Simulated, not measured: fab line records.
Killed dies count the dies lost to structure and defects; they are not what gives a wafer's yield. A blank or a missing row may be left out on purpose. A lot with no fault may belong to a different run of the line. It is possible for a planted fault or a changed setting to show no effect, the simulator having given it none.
Struck lot and sound lot, side by side :: flow nandHarc :: 16 out of 1302 route steps
Sound: the wafers L605.2, L605.4, L605.6. Wafers L611.1, L611.5, L611.6 were the ones struck. The cause is given at the end.
Order at every step that has rows: each side's tool, ch and its chambers, its first start. Under that, the readings that differ: sound wafers :: struck wafers :: difference of the means :: sigmas: that difference in standard deviations of wafers without a fault.
alike: same words and numbers on both sides, and readings whose means sit less than 2 such deviations apart. not compared: any withheld reading, any reading some wafer has no value for, any bound like >300 that may hide the same value, and any number with overlapping values for which the record gives no deviation.
Wherever a step has rows on one side only, a row that says differs or no value, or a row with sigmas, the two part there. Numbers that have no deviation but don't overlap get no sigmas and don't part them. Lack of a reading on every wafer of one side parts them only where that side has two or more wafers.

NHARC_A_M0_DESCUM_14: chemistry O2, time 3 s.
  sound on rieDiel-08 ch 1,2,3, day 22 09:34; struck on rieDiel-06 ch 2,3, day 25 05:55
  alike: drypumpMotorCurrentA, oesProductAu, rfVppV, showerheadPlenumPTorr, throttleValvePct
  not compared: rfHoursCounterH
then, 1 step without rows for these wafers: NHARC_A_M0_ETCH_34 (etches the open film in N2/H2, target depth 40 nm, overetch 12 nm, time 43.94 s).
NHARC_A_M0_ETCH_15: etches the open film in C4F8/Ar, target depth 150 nm, overetch 15 nm, time 82.5 s.
  sound: rieDiel-08 ch 1,2; struck: rieDiel-06 ch 2,3
  alike: oesProductAu, rfVppV
  not compared: rfHoursCounterH
NHARC_A_M0_CD_MEAS_16:
  sound: cdSem-03 at day 22 09:52; struck: cdSem-01 at day 25 06:12
reading: cdNm (nm)
sound: 80.9 80.6 80.6
struck: 79.5 79.5 79.0
difference: -1.4
sigmas: -2
NHARC_A_M0_STRIP_18: strips in N2/H2.
  sound on rieDiel-06 ch 1,2, day 22 09:56; struck on rieDiel-06 ch 0,2,3, day 25 06:20
  alike: drypumpMotorCurrentA, oesProductAu, rfVppV, showerheadPlenumPTorr, throttleValvePct
  not compared: rfHoursCounterH
then, 2 steps without rows for these wafers: NHARC_A_M0_STRIP_19 (strips in post etch residue remover, time 600 s); NHARC_A_M0_DEGAS_28 (time 60 s).
NHARC_A_M0_PRE_CLEAN_29: time 30 s.
  sound on pvdSputter-02; struck on pvdSputter-01
  alike: heaterPowerW
then, 1 step without rows for these wafers: NHARC_A_M0_PVD_20 (deposits TaN, target thk 5 nm, time 8.06 s).
NHARC_A_M0_PVD_21: deposits Cu, target thk 30 nm, time 20.49 s.
  sound on pvdSputter-02; struck on pvdSputter-01
  alike: throttleValvePct
then, 2 steps without rows for these wafers: NHARC_A_M0_ECD_22 (material Cu, target thk 400 nm); NHARC_A_M0_ANNEAL_30 (time 90 s).
NHARC_A_M0_CMP_23: polishes, t overpolish 20 s, target thk 113.75 nm.
  sound on cmp-02 ch 0,3, day 22 11:35; struck on cmp-02 ch 0,1,3, day 25 08:01
reading: timeToEndpointS (s)
sound: 31.4 30.4 32.3
struck: 12.8 14.6 13.0
difference: -17.9
sigmas: -9
  alike: edgeZonePressureFrac, motorCurrentA
NHARC_A_M0_THK_MEAS_24: measures by xrf.
  sound: filmMetro-01 at day 22 11:52; struck: filmMetro-01 at day 25 08:14
reading: thkNm (nm)
sound: 115.8 116.4 113.0
struck: 108.3 105.7 109.3
difference: -7.3
sigmas: -5
after that, 1 step had no rows for these wafers: NHARC_A_M0_SRD_25.
NHARC_END_SORT_01:
  sound on prober-02 ch 0, day 24 08:44; struck on prober-02 ch 0, day 26 20:37
reading: defectLimitedYield (%)
sound: 96.6 96.5 96.8
struck: 90.7 91.0 93.4
difference: -4.9
sigmas: -2

reading: killedAtArray
sound: 17 19 16
struck: 60 56 38
difference: +34
sigmas: +2

reading: killedDies
sound: 23 24 22
struck: 63 61 45
difference: +33
sigmas: +2

reading: sort_bin_4_pct (%)
sound: 2.8 3.0 2.1
struck: 5.9 6.1 4.4
difference: +2.8
sigmas: +2

reading: sortNPass
sound: 654 653 655
struck: 614 616 632
difference: -33
sigmas: -2

reading: sortYieldPct (%)
sound: 96.6 96.5 96.8
struck: 90.7 91.0 93.4
difference: -4.9
sigmas: -2
  alike: killedAtOther, killedAtPeriphery, killedOpen, killedShort, sort_bin_2_pct, sort_bin_3_pct, sortRimYieldPct

== WHERE THEY PART ==
At NHARC_A_M0_CD_MEAS_16 first; at NHARC_END_SORT_01 last (within this record only).

WHY: the cause the simulator had injected
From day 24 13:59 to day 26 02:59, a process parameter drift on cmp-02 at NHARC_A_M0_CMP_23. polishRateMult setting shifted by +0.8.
